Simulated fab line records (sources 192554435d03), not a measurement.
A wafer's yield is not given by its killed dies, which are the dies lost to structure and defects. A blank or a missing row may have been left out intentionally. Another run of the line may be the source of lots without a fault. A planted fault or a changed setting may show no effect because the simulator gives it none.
Which of the tools did it? | flow n5Finfet | 24 lots, 72 wafers sampled, at 6 steps of a route of 1938

## WHAT EACH GAUGE READ, for each wafer
N5_BEOL_M9_INSPECT_30: inspects for defects (brightfield).
lot  | measured     | on               | rawDefectCount
L074 | day 9 17:19  | defectInspect-02 | 538 476 438
L075 | day 10 10:10 | defectInspect-01 | 503 438 457
L077 | day 10 13:11 | defectInspect-01 | 554 553 592
L078 | day 10 13:22 | defectInspect-02 | 352 337 351
L076 | day 10 16:08 | defectInspect-01 | 449 433 545
L079 | day 11 09:07 | defectInspect-01 | 558 633 557
L080 | day 11 09:31 | defectInspect-01 | 427 539 530
L081 | day 11 13:28 | defectInspect-01 | 324 227 371
L082 | day 11 17:28 | defectInspect-02 | 409 369 364
L084 | day 12 07:41 | defectInspect-01 | 535 506 515
L083 | day 12 17:38 | defectInspect-02 | 290 405 204
L085 | day 13 03:16 | defectInspect-01 | 405 332 380
L088 | day 13 12:37 | defectInspect-01 | 361 407 481
L086 | day 13 15:49 | defectInspect-02 | 313 287 247
L087 | day 13 15:46 | defectInspect-01 | 381 353 495
L089 | day 13 18:10 | defectInspect-01 | 355 447 403
L090 | day 14 00:50 | defectInspect-01 | 600 471 575
L092 | day 14 01:12 | defectInspect-02 | 321 432 535
L091 | day 14 12:04 | defectInspect-01 | 301 327 384
L093 | day 14 19:30 | defectInspect-02 | 389 266 342
L095 | day 15 10:23 | defectInspect-02 | 323 411 260
L094 | day 15 10:13 | defectInspect-01 | 465 431 370
L097 | day 15 12:34 | defectInspect-02 | 365 443 450
L096 | day 15 17:28 | defectInspect-02 | 334 291 481

N5_BEOL_M10_OVL_MEAS_29.
lot  | measured     | on         | V9_OVL (nm)
L074 | day 10 03:05 | overlay-02 | 1.2 1.2 -0.1
L075 | day 10 20:02 | overlay-02 | -0.2 -0.6 -1.4
L077 | day 11 01:01 | overlay-01 | 0.5 -0.8 0.4
L078 | day 11 00:59 | overlay-02 | -0.2 0.4 0.5
L076 | day 11 01:04 | overlay-01 | -0.4 0.5 -0.2
L079 | day 11 17:17 | overlay-01 | 1.1 2.0 1.0
L080 | day 11 20:17 | overlay-02 | 0.6 1.1 0.6
L081 | day 11 20:07 | overlay-01 | 0.9 1.7 1.2
L082 | day 12 07:28 | overlay-02 | -0.6 0.1 -1.3
L084 | day 12 16:47 | overlay-01 | 1.4 0.2 0.3
L083 | day 13 00:26 | overlay-01 | -1.9 0.6 -0.8
L085 | day 13 09:59 | overlay-02 | 1.6 0.7 1.0
L088 | day 13 21:59 | overlay-01 | 0.9 0.1 -0.4
L086 | day 14 00:59 | overlay-02 | 0.5 -0.9 0.3
L087 | day 14 01:09 | overlay-02 | 1.5 1.1 -0.5
L089 | day 14 03:44 | overlay-01 | 0.6 -0.3 0.4
L090 | day 14 06:54 | overlay-02 | 0.2 -1.4 0.0
L092 | day 14 08:52 | overlay-01 | -1.3 0.4 0.1
L091 | day 14 19:35 | overlay-02 | 0.9 -0.2 -0.1
L093 | day 15 01:50 | overlay-02 | 1.5 0.4 0.6
L095 | day 15 20:16 | overlay-02 | 0.8 -0.1 0.0
L094 | day 15 17:11 | overlay-02 | 1.4 1.0 1.7
L097 | day 15 20:26 | overlay-01 | -1.2 -1.1 -0.5
L096 | day 16 02:33 | overlay-02 | -0.9 -0.4 -1.1

## TOOL THAT RAN EACH LOT (tool first, then ch and the chambers of the sampled wafers, then the start)
lot  | N5_BEOL_M8_ETCH_65                | N5_BEOL_M8_TRENCH_ETCH_37                    | N5_BEOL_M9_DESCUM_33              | N5_BEOL_M10_HM_DEP_02
L074 | rieDiel-02 ch 1,2, day 9 10:43    | rieDiel-02 ch 1,2, day 9 17:19 or earlier    | rieDiel-04 ch 0,1, day 9 17:23    | pvdSputter-01, day 10 00:04
L075 | rieDiel-02 ch 1,3, day 10 03:01   | rieDiel-02 ch 1,3, day 10 10:10 or earlier   | rieDiel-03 ch 0,2, day 10 10:12   | pvdSputter-01, day 10 16:43
L077 | rieDiel-01 ch 0,1,3, day 10 03:31 | rieDiel-01 ch 0,1,3, day 10 13:11 or earlier | rieDiel-03 ch 0,1,2, day 10 13:34 | pvdSputter-03, day 10 20:46
L078 | rieDiel-02 ch 2,3, day 10 05:14   | rieDiel-02 ch 2,3, day 10 13:22 or earlier   | rieDiel-04 ch 0,1,3, day 10 13:37 | pvdSputter-03, day 10 20:52
L076 | rieDiel-02 ch 1,2,3, day 10 09:07 | rieDiel-02 ch 1,2,3, day 10 16:08 or earlier | rieDiel-03 ch 0,1,2, day 10 16:10 | pvdSputter-03, day 10 21:38
L079 | rieDiel-01 ch 1,3, day 11 01:35   | rieDiel-01 ch 1,3, day 11 09:07 or earlier   | rieDiel-03 ch 0,3, day 11 09:09   | pvdSputter-01, day 11 14:26
L080 | rieDiel-02 ch 2,3, day 11 02:01   | rieDiel-02 ch 2,3, day 11 09:31 or earlier   | rieDiel-03 ch 1,2, day 11 09:35   | pvdSputter-02, day 11 17:56
L081 | rieDiel-01 ch 0,2,3, day 11 07:12 | rieDiel-01 ch 0,2,3, day 11 13:28 or earlier | rieDiel-05 ch 0,2, day 11 13:30   | pvdSputter-03, day 11 18:04
L082 | rieDiel-06 ch 0,3, day 11 09:13   | rieDiel-06 ch 0,3, day 11 17:28 or earlier   | rieDiel-04 ch 2,3, day 11 18:07   | pvdSputter-01, day 12 03:20
L084 | rieDiel-02 ch 0,2,3, day 11 17:31 | rieDiel-02 ch 0,2,3, day 12 07:41 or earlier | rieDiel-04 ch 1,2,3, day 12 07:43 | pvdSputter-03, day 12 13:53
L083 | rieDiel-01 ch 0,3, day 12 07:54   | rieDiel-01 ch 0,3, day 12 17:38 or earlier   | rieDiel-03 ch 0,1,3, day 12 17:41 | pvdSputter-01, day 12 22:55
L085 | rieDiel-02 ch 0,1,2, day 12 16:49 | rieDiel-02 ch 0,1,2, day 13 03:16 or earlier | rieDiel-04 ch 1,2, day 13 03:17   | pvdSputter-02, day 13 07:36
L088 | rieDiel-01 ch 0,1,2, day 13 06:38 | rieDiel-01 ch 0,1,2, day 13 12:37 or earlier | rieDiel-04 ch 1,2,3, day 13 12:45 | pvdSputter-02, day 13 18:43
L086 | rieDiel-06 ch 1,2,3, day 13 06:40 | rieDiel-06 ch 1,2,3, day 13 15:49 or earlier | rieDiel-05 ch 0,1,2, day 13 15:51 | pvdSputter-01, day 13 22:10
L087 | rieDiel-02 ch 2,3, day 13 06:46   | rieDiel-02 ch 2,3, day 13 15:46 or earlier   | rieDiel-03 ch 1,3, day 13 15:49   | pvdSputter-01, day 13 22:04
L089 | rieDiel-01 ch 0,3, day 13 10:28   | rieDiel-01 ch 0,3, day 13 18:10 or earlier   | rieDiel-03 ch 1,3, day 13 18:12   | pvdSputter-01, day 14 01:41
L090 | rieDiel-02 ch 0,3, day 13 16:02   | rieDiel-02 ch 0,3, day 14 00:50 or earlier   | rieDiel-05 ch 1,2, day 14 00:52   | pvdSputter-03, day 14 05:17
L092 | rieDiel-02 ch 0,2, day 13 17:59   | rieDiel-02 ch 0,2, day 14 01:12 or earlier   | rieDiel-03 ch 0,3, day 14 01:15   | pvdSputter-02, day 14 07:31
L091 | rieDiel-06 ch 0,2, day 14 01:50   | rieDiel-06 ch 0,2, day 14 12:04 or earlier   | rieDiel-05 ch 2,3, day 14 12:07   | pvdSputter-01, day 14 17:11
L093 | rieDiel-06 ch 1,2, day 14 12:23   | rieDiel-06 ch 1,2, day 14 19:30 or earlier   | rieDiel-05 ch 1,2, day 14 19:32   | pvdSputter-02, day 15 00:23
L095 | rieDiel-01 ch 2,3, day 15 03:50   | rieDiel-01 ch 2,3, day 15 10:23 or earlier   | rieDiel-04 ch 0,2,3, day 15 10:40 | pvdSputter-01, day 15 16:42
L094 | rieDiel-02 ch 1,2,3, day 15 04:04 | rieDiel-02 ch 1,2,3, day 15 10:13 or earlier | rieDiel-04 ch 1,2,3, day 15 10:14 | pvdSputter-01, day 15 15:42
L097 | rieDiel-02 ch 0,1,2, day 15 05:20 | rieDiel-02 ch 0,1,2, day 15 12:34 or earlier | rieDiel-04 ch 1,2,3, day 15 12:43 | pvdSputter-01, day 15 18:46
L096 | rieDiel-02 ch 2,3, day 15 10:34   | rieDiel-02 ch 2,3, day 15 17:28 or earlier   | rieDiel-05 ch 0,2,3, day 15 17:34 | pvdSputter-03, day 16 00:39
- N5_BEOL_M8_ETCH_65: etches SiARC in CF4, target depth 15.6 nm, time 26 s.
- N5_BEOL_M8_TRENCH_ETCH_37: etches SiCOH lowk in C4F6/O2, target depth 93.478 nm, time 31.2 s.
- N5_BEOL_M9_DESCUM_33: chemistry O2, time 7 s.
- N5_BEOL_M10_HM_DEP_02: deposits TiN, target thk 20 nm.

## AS READ BY THE TOOLS THEMSELVES (means over the sampled wafers that have a number; for cases with no such wafer, the mark the record gives instead)
N5_BEOL_M8_ETCH_65.
lot  | tool       | drypumpMotorCurrentA (A) | etchRfOnTimeS (s) | oesProductAu (a.u.) | rfVppV (V) | showerheadPlenumPTorr (Torr) | throttleValvePct (%)
L074 | rieDiel-02 | 5.9                      | 26.4              | 0.69                | 185.4      | 2.18                         | 15.46
L075 | rieDiel-02 | 5.5                      | 26.7              | 0.65                | 184.7      | 2.20                         | 15.80
L077 | rieDiel-01 | 5.8                      | 25.7              | 0.75                | 185.8      | 2.20                         | 15.50
L078 | rieDiel-02 | 5.7                      | 26.1              | 0.73                | 183.9      | 2.18                         | 15.18
L076 | rieDiel-02 | 5.7                      | 26.4              | 0.68                | 185.0      | 2.18                         | 15.48
L079 | rieDiel-01 | 5.8                      | 26.2              | 0.76                | 184.4      | 2.15                         | 15.45
L080 | rieDiel-02 | 6.0                      | 26.4              | 0.72                | 183.9      | 2.16                         | 15.18
L081 | rieDiel-01 | 5.7                      | 25.8              | 0.67                | 185.4      | 2.23                         | 15.69
L082 | rieDiel-06 | 5.9                      | 25.9              | 0.68                | 183.4      | 2.10                         | 15.79
L084 | rieDiel-02 | 5.9                      | 26.5              | 0.71                | 183.6      | 2.16                         | 15.26
L083 | rieDiel-01 | 5.8                      | 25.5              | 0.70                | 185.3      | 2.26                         | 15.59
L085 | rieDiel-02 | 5.9                      | 26.4              | 0.66                | 184.3      | 2.17                         | 15.58
L088 | rieDiel-01 | 6.0                      | 26.3              | 0.76                | 183.6      | 2.17                         | 15.40
L086 | rieDiel-06 | 5.9                      | 26.4              | 0.66                | 182.7      | 2.12                         | 15.75
L087 | rieDiel-02 | 5.9                      | 26.4              | 0.70                | 183.6      | 2.16                         | 15.21
L089 | rieDiel-01 | 5.5                      | 25.5              | 0.70                | 185.0      | 2.25                         | 15.70
L090 | rieDiel-02 | 5.7                      | 26.3              | 0.69                | 184.1      | 2.17                         | 15.29
L092 | rieDiel-02 | 6.1                      | 26.2              | 0.69                | 184.7      | 2.15                         | 15.35
L091 | rieDiel-06 | 6.0                      | 25.6              | 0.71                | 183.5      | 2.08                         | 15.67
L093 | rieDiel-06 | 6.3                      | 26.1              | 0.71                | 183.6      | 2.13                         | 15.68
L095 | rieDiel-01 | 5.7                      | 25.8              | 0.76                | 185.3      | 2.20                         | 15.51
L094 | rieDiel-02 | 5.7                      | 26.2              | 0.73                | 185.2      | 2.17                         | 15.41
L097 | rieDiel-02 | 5.9                      | 26.3              | 0.72                | 183.4      | 2.16                         | 15.47
L096 | rieDiel-02 | 5.7                      | 26.0              | 0.69                | 184.2      | 2.16                         | 15.27

N5_BEOL_M8_TRENCH_ETCH_37.
lot  | tool       | drypumpMotorCurrentA (A) | oesProductAu (a.u.) | rfVppV (V) | showerheadPlenumPTorr (Torr) | throttleValvePct (%)
L074 | rieDiel-02 | 5.9                      | 0.82                | 687        | 2.89                         | 20.76
L075 | rieDiel-02 | 5.5                      | 0.76                | 663        | 2.93                         | 21.10
L077 | rieDiel-01 | 5.8                      | 0.88                | 672        | 2.93                         | 20.82
L078 | rieDiel-02 | 5.7                      | 0.87                | 673        | 2.90                         | 20.53
L076 | rieDiel-02 | 5.7                      | 0.81                | 674        | 2.91                         | 20.80
L079 | rieDiel-01 | 5.8                      | 0.89                | 678        | 2.86                         | 20.84
L080 | rieDiel-02 | 6.0                      | 0.85                | 685        | 2.88                         | 20.50
L081 | rieDiel-01 | 5.7                      | 0.78                | 670        | 2.97                         | 20.98
L082 | rieDiel-06 | 5.9                      | 0.80                | 677        | 2.79                         | 21.15
L084 | rieDiel-02 | 5.9                      | 0.83                | 677        | 2.88                         | 20.61
L083 | rieDiel-01 | 5.8                      | 0.82                | 665        | 2.98                         | 20.85
L085 | rieDiel-02 | 5.9                      | 0.78                | 678        | 2.89                         | 20.88
L088 | rieDiel-01 | 6.0                      | 0.88                | 676        | 2.88                         | 20.75
L086 | rieDiel-06 | 5.9                      | 0.78                | 676        | 2.82                         | 21.07
L087 | rieDiel-02 | 6.0                      | 0.82                | 685        | 2.87                         | 20.54
L089 | rieDiel-01 | 5.5                      | 0.83                | 666        | 2.99                         | 21.01
L090 | rieDiel-02 | 5.7                      | 0.81                | 663        | 2.89                         | 20.64
L092 | rieDiel-02 | 6.1                      | 0.81                | 679        | 2.86                         | 20.68
L091 | rieDiel-06 | 6.0                      | 0.83                | 673        | 2.76                         | 21.04
L093 | rieDiel-06 | 6.2                      | 0.83                | 676        | 2.83                         | 21.02
L095 | rieDiel-01 | 5.7                      | 0.89                | 675        | 2.94                         | 20.91
L094 | rieDiel-02 | 5.7                      | 0.85                | 674        | 2.89                         | 20.77
L097 | rieDiel-02 | 5.9                      | 0.85                | 678        | 2.88                         | 20.82
L096 | rieDiel-02 | 5.7                      | 0.80                | 672        | 2.88                         | 20.58

N5_BEOL_M9_DESCUM_33.
lot  | tool       | drypumpMotorCurrentA (A) | oesProductAu (a.u.) | rfVppV (V) | showerheadPlenumPTorr (Torr) | throttleValvePct (%)
L074 | rieDiel-04 | 5.4                      | 0.73                | 242.9      | 2.03                         | 20.4
L075 | rieDiel-03 | 5.9                      | 0.70                | 243.5      | 2.13                         | 20.8
L077 | rieDiel-03 | 5.6                      | 0.78                | 243.2      | 2.10                         | 20.6
L078 | rieDiel-04 | 5.6                      | 0.78                | 243.5      | 2.10                         | 20.3
L076 | rieDiel-03 | 5.6                      | 0.77                | 243.5      | 2.10                         | 20.6
L079 | rieDiel-03 | 5.9                      | 0.82                | 244.3      | 2.14                         | 20.6
L080 | rieDiel-03 | 5.2                      | 0.83                | 243.4      | 2.09                         | 20.4
L081 | rieDiel-05 | 5.9                      | 0.78                | 243.6      | 2.09                         | 20.5
L082 | rieDiel-04 | 5.1                      | 0.75                | 242.6      | 2.06                         | 20.3
L084 | rieDiel-04 | 5.1                      | 0.83                | 242.1      | 2.08                         | 20.2
L083 | rieDiel-03 | 5.5                      | 0.81                | 243.8      | 2.15                         | 20.6
L085 | rieDiel-04 | 5.0                      | 0.78                | 241.3      | 2.00                         | 20.3
L088 | rieDiel-04 | 5.1                      | 0.82                | 243.5      | 2.08                         | 20.2
L086 | rieDiel-05 | 5.8                      | 0.77                | 241.9      | 2.05                         | 20.4
L087 | rieDiel-03 | 5.2                      | 0.86                | 243.9      | 2.13                         | 20.4
L089 | rieDiel-03 | 5.2                      | 0.86                | 243.7      | 2.13                         | 20.4
L090 | rieDiel-05 | 5.6                      | 0.72                | 242.1      | 2.03                         | 20.5
L092 | rieDiel-03 | 5.8                      | 0.73                | 244.3      | 2.16                         | 20.8
L091 | rieDiel-05 | 5.5                      | 0.76                | 243.1      | 2.11                         | 20.7
L093 | rieDiel-05 | 5.6                      | 0.71                | 242.3      | 2.03                         | 20.5
L095 | rieDiel-04 | 5.6                      | 0.76                | 242.6      | 2.07                         | 20.3
L094 | rieDiel-04 | 5.1                      | 0.80                | 242.5      | 2.07                         | 20.2
L097 | rieDiel-04 | 5.2                      | 0.79                | 242.6      | 2.07                         | 20.2
L096 | rieDiel-05 | 5.7                      | 0.77                | 242.0      | 2.08                         | 20.5

N5_BEOL_M10_HM_DEP_02.
lot  | tool          | substrateTempC (C) | throttleValvePct (%)
L074 | pvdSputter-01 | 25.01              | 30.1
L075 | pvdSputter-01 | 25.01              | 29.9
L077 | pvdSputter-03 | 24.96              | 29.7
L078 | pvdSputter-03 | 24.98              | 29.6
L076 | pvdSputter-03 | 25.04              | 29.4
L079 | pvdSputter-01 | 25.11              | 31.1
L080 | pvdSputter-02 | 24.96              | 28.9
L081 | pvdSputter-03 | 25.14              | 29.4
L082 | pvdSputter-01 | 24.93              | 29.7
L084 | pvdSputter-03 | 25.06              | 29.7
L083 | pvdSputter-01 | 25.03              | 30.4
L085 | pvdSputter-02 | 25.17              | 29.2
L088 | pvdSputter-02 | 25.01              | 28.9
L086 | pvdSputter-01 | 25.08              | 30.5
L087 | pvdSputter-01 | 25.07              | 31.6
L089 | pvdSputter-01 | 24.99              | 30.3
L090 | pvdSputter-03 | 24.99              | 29.6
L092 | pvdSputter-02 | 25.01              | 28.7
L091 | pvdSputter-01 | 25.02              | 30.6
L093 | pvdSputter-02 | 24.95              | 28.8
L095 | pvdSputter-01 | 24.94              | 29.7
L094 | pvdSputter-01 | 24.91              | 30.8
L097 | pvdSputter-01 | 24.97              | 30.4
L096 | pvdSputter-03 | 24.94              | 29.2

## THE ANSWER, worked out from the rows above alone
Rule: what is usual is taken from the lots themselves. The widest of any qualifying gaps counts: lots, ordered by their means at a reading, are off when they make up no more than a third of the lots, leave a main group of 4 or more, and stand apart from it by 3 or more times the standard deviation of that group's means. The tables above print the reading to a certain number of digits; a main group whose means all agree to those digits is not used. A lot without any number at a reading at which 4 lots or more have one is off too. Any other lot the step has rows for is counted as sound. First the gauges in route order, then the tools' own readings, where a lot's mean is used as printed above. The first step at which some lot is off is used, and at that step the reading that is off furthest; a lot without a number counts as furthest.
No lot is off on any of the readings shown, so nothing can be concluded from this.

## WHAT THE SIMULATOR HAD INSERTED
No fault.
